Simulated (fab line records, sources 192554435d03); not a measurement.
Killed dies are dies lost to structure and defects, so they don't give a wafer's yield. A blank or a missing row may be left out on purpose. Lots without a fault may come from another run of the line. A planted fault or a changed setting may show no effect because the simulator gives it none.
Split-lot experiment | flow n5_finfet | 7 lots, 39 wafers read, on a route of 1938 steps

THE SPLIT
At N5_HKMG_FIN_ETCH_58 (etches SOC in N2/H2, target depth 215.8 nm, time 741 s), the setting bias_w was moved away from the recipe's 13 W on 12 of the 39 wafers read, by +5.1% to +15.6%. The other wafers ran this setting at the recipe's value.

The reading is taken at the split's own step.

THE READING
rf_vpp_V, in V, at N5_HKMG_FIN_ETCH_58 (etches SOC in N2/H2, target depth 215.8 nm, time 741 s). Fault-free wafers of this fab line usually give 99.0 V, standard deviation 1 V.

wafer  | tool, chamber at the split | bias_w as run, W | against the recipe | rf_vpp_V, V | against lot-mates on the recipe
L075.1 | rie_diel-05, 2             | 13.86            | +6.6%              | 103.6       | +4.6
L075.2 | rie_diel-05, 0             | 13               | recipe             | 98.6        | -
L075.3 | rie_diel-05, 3             | 13.86            | +6.6%              | 103.0       | +4.0
L075.4 | rie_diel-05, 1             | 13               | recipe             | 99.0        | -
L075.5 | rie_diel-05, 3             | 13.86            | +6.6%              | 102.9       | +3.9
L075.6 | rie_diel-05, 2             | 13               | recipe             | 99.3        | -
L076.1 | rie_diel-05, 3             | 13               | recipe             | 98.2        | -
L076.2 | rie_diel-05, 2             | 15.03            | +15.6%             | 109.0       | +10.2
L076.3 | rie_diel-05, 1             | 15.03            | +15.6%             | 108.5       | +9.7
L076.4 | rie_diel-05, 0             | 15.03            | +15.6%             | 108.8       | +10.0
L076.5 | rie_diel-05, 1             | 13               | recipe             | 98.5        | -
L076.6 | rie_diel-05, 0             | 13               | recipe             | 99.6        | -
L080.2 | rie_diel-04, 2             | 13               | recipe             | 98.7        | -
L080.3 | rie_diel-04, 0             | 13               | recipe             | 98.8        | -
L080.6 | rie_diel-04, 2             | 13               | recipe             | 100.1       | -
L082.1 | rie_diel-02, 1             | 13               | recipe             | 99.4        | -
L082.2 | rie_diel-02, 2             | 13               | recipe             | 100.2       | -
L082.3 | rie_diel-02, 3             | 13               | recipe             | 99.3        | -
L082.4 | rie_diel-02, 0             | 13               | recipe             | 97.7        | -
L082.5 | rie_diel-02, 2             | 13               | recipe             | 99.1        | -
L082.6 | rie_diel-02, 3             | 13               | recipe             | 97.6        | -
L088.1 | rie_diel-05, 3             | 13               | recipe             | 99.2        | -
L088.2 | rie_diel-05, 0             | 13               | recipe             | 97.9        | -
L088.3 | rie_diel-05, 2             | 13.66            | +5.1%              | 102.9       | +4.5
L088.4 | rie_diel-05, 1             | 13.66            | +5.1%              | 101.0       | +2.6
L088.5 | rie_diel-05, 0             | 13               | recipe             | 98.0        | -
L088.6 | rie_diel-05, 3             | 13.66            | +5.1%              | 102.2       | +3.8
L093.1 | rie_diel-04, 2             | 13               | recipe             | 98.9        | -
L093.2 | rie_diel-04, 0             | 14.7             | +13.1%             | 106.6       | +7.0
L093.3 | rie_diel-04, 3             | 14.7             | +13.1%             | 107.0       | +7.4
L093.4 | rie_diel-04, 1             | 13               | recipe             | 98.7        | -
L093.5 | rie_diel-04, 2             | 14.7             | +13.1%             | 105.6       | +6.0
L093.6 | rie_diel-04, 1             | 13               | recipe             | 101.2       | -
L095.1 | rie_diel-04, 2             | 13               | recipe             | 98.1        | -
L095.2 | rie_diel-04, 1             | 13               | recipe             | 100.9       | -
L095.3 | rie_diel-04, 3             | 13               | recipe             | 99.4        | -
L095.4 | rie_diel-04, 0             | 13               | recipe             | 99.0        | -
L095.5 | rie_diel-04, 3             | 13               | recipe             | 100.6       | -
L095.6 | rie_diel-04, 0             | 13               | recipe             | 97.2        | -

THE FIT
A straight line over all 39 wafers: rf_vpp_V changes by +0.603 V for each +1% of bias_w; r = +0.96; the points scatter about the line by 0.9 V.
The same after taking each lot's own level away (the mean of its wafers on the recipe; 39 wafers): +0.599 V for each +1%; r = +0.96; scatter 0.93 V.
On that fit, the largest move of bias_w shifts the reading by 9.3 V.
The lots' own levels span 98.37 to 99.60 V, that is 1.2 times the standard deviation above.
So the lot-to-lot level changes the slope little: the two slopes agree.
Check: with one of the wafers moved furthest among these (+15.6%) left out of the fit, the line predicts +9.21 V for it against its lot-mates. It came out at +10.2 V against them.
Tool readings at the split's step, against how far the setting was moved: rf_vpp_V r = +0.96.

THE FILE'S OWN FIT
rf_vpp_V changes by +0.601 V for each +1% of bias_w, r = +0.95.
